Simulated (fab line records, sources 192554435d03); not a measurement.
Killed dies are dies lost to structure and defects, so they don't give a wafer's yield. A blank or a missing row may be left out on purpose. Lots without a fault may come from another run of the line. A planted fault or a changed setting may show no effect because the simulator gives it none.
Chamber matching | flow n5_finfet | N5_BEOL_M2_PRE_CLEAN_60 on cvd_co-01: 3 sister chambers
The step time 15 s. 3 wafers are shown with their chamber, then 11 later ones without.

WAFERS WITH THEIR CHAMBER
wafer  | chamber | heater_power_w (W)
L091.1 | 1       | 109
L091.2 | 0       | 68
L092.1 | 2       | 76

WAFERS WITHOUT THEIR CHAMBER
wafer  | heater_power_w (W)
L092.2 | 108
L092.3 | 68
L095.2 | 76
L095.3 | 70
L095.4 | 67
L096.2 | 108
L096.3 | 69
L096.6 | 67
L097.1 | 110
L097.5 | 75
L097.6 | 70

WHICH CHAMBER EACH WENT THROUGH
wafer  | from the rows above | in truth
L092.2 | 1                   | 1
L092.3 | 0                   | 0
L095.2 | 2                   | 2
L095.3 | 0                   | 0
L095.4 | 0                   | 0
L096.2 | 1                   | 1
L096.3 | 0                   | 0
L096.6 | 0                   | 0
L097.1 | 1                   | 1
L097.5 | 2                   | 2
L097.6 | 0                   | 0
Placed correctly: 11 of 11. Can't be placed from these rows: 0. Placed wrongly: 0.
How it was worked out, from the rows above alone: a wafer's distance from a chamber is the root of the sum, over the readings, of the square of ((its reading less the chamber's mean) divided by the reading's scatter). The wafer belongs to the nearest chamber; if the next one is less than 2 further off, it can't be placed. A chamber's mean is the mean of its shown wafers. The scatter: with one shown wafer a chamber, the root of the mean of the squares of how far each hidden wafer lies from its nearest shown one.
